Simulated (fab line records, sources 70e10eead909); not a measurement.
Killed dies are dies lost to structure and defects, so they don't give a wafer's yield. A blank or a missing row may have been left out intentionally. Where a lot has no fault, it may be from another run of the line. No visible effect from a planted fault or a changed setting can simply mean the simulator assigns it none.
Struck lot and sound lot, side by side    flow nand_harc    43 out of 1302 route steps
Sound: wafers L454.1, L454.2, L454.5. The struck wafers were L461.3, L461.4, L461.5. At the end, the cause is stated.
For every step that has rows: the tool of each side, followed by ch and its chambers, followed by its first start. Under that, the readings that differ: sound wafers    struck wafers    difference of the means    sigmas: that difference in standard deviations of wafers without a fault.
alike: readings whose means differ by less than 2 such deviations, and words and numbers that are the same on both sides. not compared: withheld readings, readings that some wafer has no value for, bounds like >300 that may hide the same value, and numbers for which the record gives no deviation and whose values overlap.
A row with sigmas, a row that says differs or no value, or rows on one side alone: a step with any of these is where the two part. Non-overlapping numbers with no deviation appear without sigmas and do not part them. Lack of a reading on every wafer of one side parts them only where that side has two or more wafers.

NHARC_A_CONTACT_OVL_MEAS_43:
  sound: overlay-02 at day 21 20:40; struck: overlay-01 at day 25 05:06
reading            sound           struck       difference  sigmas
overlay_x_nm (nm)  -0.5 -1.1 -0.9  1.1 0.9 1.0  +1.8        +2
  alike: overlay_y_nm
NHARC_A_CONTACT_INSPECT_44:
  sound: defect_inspect-01 at day 21 20:43; struck: defect_inspect-02 at day 25 05:08
  alike: raw_defect_count
then, 4 steps without rows for these wafers: NHARC_A_CONTACT_DESCUM_47 (chemistry O2, time 3 s); NHARC_A_CONTACT_ETCH_48 (etches the open film in CF4, target depth 39 nm, time 65 s); NHARC_A_CONTACT_ETCH_49 (etches the open film in N2/H2, target depth 260 nm, time 475.3 s); NHARC_A_CONTACT_ETCH_50 (etches the open film in CF4/CHF3, target depth 121 nm, time 60.5 s).
NHARC_A_CONTACT_ETCH_51: etches the open film in O2/COS, target depth 7000 nm, time 1820 s.
  sound on rie_diel-05 ch 0,2,3; struck on rie_diel-04 ch 0,1
  alike: drypump_motor_current_A, oes_product_au, rf_fwd_power_W, rf_vpp_V, showerhead_plenum_p_Torr, throttle_valve_pct
  not compared: rf_hours_counter_h
then, 4 steps without rows for these wafers: NHARC_A_CONTACT_ETCH_111 (etches the open film in C4F8/O2/Ar, time 140 s, target depth 700 nm); NHARC_A_CONTACT_ETCH_112 (etches the open film in C4F8/O2/Ar, time 190 s, target depth 1850 nm); NHARC_A_CONTACT_ETCH_113 (etches the open film in C4F8/O2/Ar, time 190 s, target depth 1850 nm); NHARC_A_CONTACT_ETCH_114 (etches the open film in C4F8/O2/Ar, time 190 s, target depth 1850 nm).
NHARC_A_CONTACT_ETCH_115: etches the open film in C4F8/O2/Ar, time 190 s, target depth 1850 nm.
  sound on har_cap_etch-02 ch 0,1, day 21 23:23; struck on har_cap_etch-03 ch 0,1, day 25 07:47
  not compared: rf_hours_counter_h
NHARC_A_CONTACT_ETCH_116: etches the open film in C4F8/O2/Ar, time 190 s, target depth 1850 nm.
  sound on har_cap_etch-02 ch 0,1, day 21 23:34; struck on har_cap_etch-03 ch 0,1, day 25 07:58
  not compared: rf_hours_counter_h
then, 1 step without rows for these wafers: NHARC_A_CONTACT_ETCH_117 (etches the open film in C4F8/O2/Ar, time 190 s, target depth 1850 nm).
NHARC_A_CONTACT_ETCH_118: etches the open film in C4F8/O2/Ar, time 190 s, target depth 1850 nm.
  sound on har_cap_etch-02 ch 0,1, day 21 23:55; struck on har_cap_etch-03 ch 0,1, day 25 08:19
  not compared: rf_hours_counter_h
then, 5 steps without rows for these wafers: NHARC_A_CONTACT_ETCH_119 (etches the open film in C4F8/O2/Ar, time 190 s, target depth 1850 nm); NHARC_A_CONTACT_ETCH_120 (etches the open film in C4F8/O2/Ar, time 190 s, target depth 1850 nm); NHARC_A_CONTACT_ETCH_121 (etches the open film in C4F8/O2/Ar, time 190 s, target depth 1850 nm); NHARC_A_CONTACT_ETCH_122 (etches the open film in C4F8/O2/Ar, time 190 s, target depth 1850 nm); NHARC_A_CONTACT_ETCH_123 (etches the open film in C4F8/O2/Ar, time 490 s, target depth 2110 nm).
NHARC_A_CONTACT_ETCH_90: etches the open film in CH3F/O2, target depth 40 nm, time 85.7 s.
  sound on rie_diel-04 ch 1,2, day 22 01:44; struck on rie_diel-09 ch 0,2, day 25 10:06
reading                 sound                 struck                difference  sigmas
oes_product_au (a.u.)   0.92 0.93 0.93        1.01 1.00 1.01        +0.08       +2
throttle_valve_pct (%)  20.671 20.669 20.668  20.658 20.643 20.641  -0.022      -2
  alike: ch3f_flow_sccm, drypump_motor_current_A, rf_fwd_power_W, rf_vpp_V, showerhead_plenum_p_Torr
  not compared: rf_hours_counter_h
NHARC_A_CONTACT_ETCH_96: etches the open film in C4F6/O2, target depth 20 nm, time 10 s.
  sound on rie_diel-04 ch 1,2,3; struck on rie_diel-09 ch 0,3
  alike: drypump_motor_current_A, oes_product_au, rf_fwd_power_W, rf_vpp_V, showerhead_plenum_p_Torr, throttle_valve_pct
  not compared: rf_hours_counter_h
NHARC_A_CONTACT_CD_MEAS_53:
  sound: cd_sem-01 at day 22 01:58; struck: cd_sem-01 at day 25 10:19
  alike: cd_nm
then, 18 steps without rows for these wafers: NHARC_A_CONTACT_STRIP_99 (strips in N2/H2); NHARC_A_CONTACT_STRIP_100 (strips in CF4/CHF3); NHARC_A_CONTACT_STRIP_101 (strips in O2/COS); NHARC_A_CONTACT_ETCH_102 (etches the open film in CF4/O2, target depth 100 nm, overetch 10 nm, time 55 s); NHARC_A_CONTACT_STRIP_55 (strips in O2); NHARC_A_CONTACT_STRIP_56 (strips in post etch residue remover, time 600 s); NHARC_A_CONTACT_DEP_57 (deposits aC, target thk 5300 nm); NHARC_A_CONTACT_DEP_58 (deposits SiON, target thk 90 nm); NHARC_A_CONTACT_DEHYDRATE_59 (time 120 s); NHARC_A_CONTACT_HMDS_60 (time 30 s); NHARC_A_CONTACT_COAT_61 (time 75 s); NHARC_A_CONTACT_COAT_62 (time 65 s); NHARC_A_CONTACT_COAT_63 (resist thk 90 nm); NHARC_A_CONTACT_SOFTBAKE_64 (time 55 s); NHARC_A_CONTACT_EBR_65; NHARC_A_CONTACT_EXPOSE_66 (exposes mask A CC 2); NHARC_A_CONTACT_PEB_67 (peb time 65 s); NHARC_A_CONTACT_DEVELOP_68 (develop time 35 s).
NHARC_A_CONTACT_CD_MEAS_69 targets a cd of 300 nm.
  sound on cd_sem-02 ch 0, day 22 13:16; struck on cd_sem-03 ch 0, day 25 18:17
  alike: cd_nm
-- the record jumps here: 3 days lie between the struck wafers' starts before and after (it left off in module A_CONTACT and takes up again in module END, whose first step shown is number 1302 of the route) --
NHARC_END_SORT_01:
  here the record holds rows for the struck wafers (prober-02 ch 0, day 28 07:29) but none for the sound ones

== WHERE THEY PART ==
At NHARC_A_CONTACT_OVL_MEAS_43 first; at NHARC_END_SORT_01 last (within this record only).

WHY: the cause the simulator had injected
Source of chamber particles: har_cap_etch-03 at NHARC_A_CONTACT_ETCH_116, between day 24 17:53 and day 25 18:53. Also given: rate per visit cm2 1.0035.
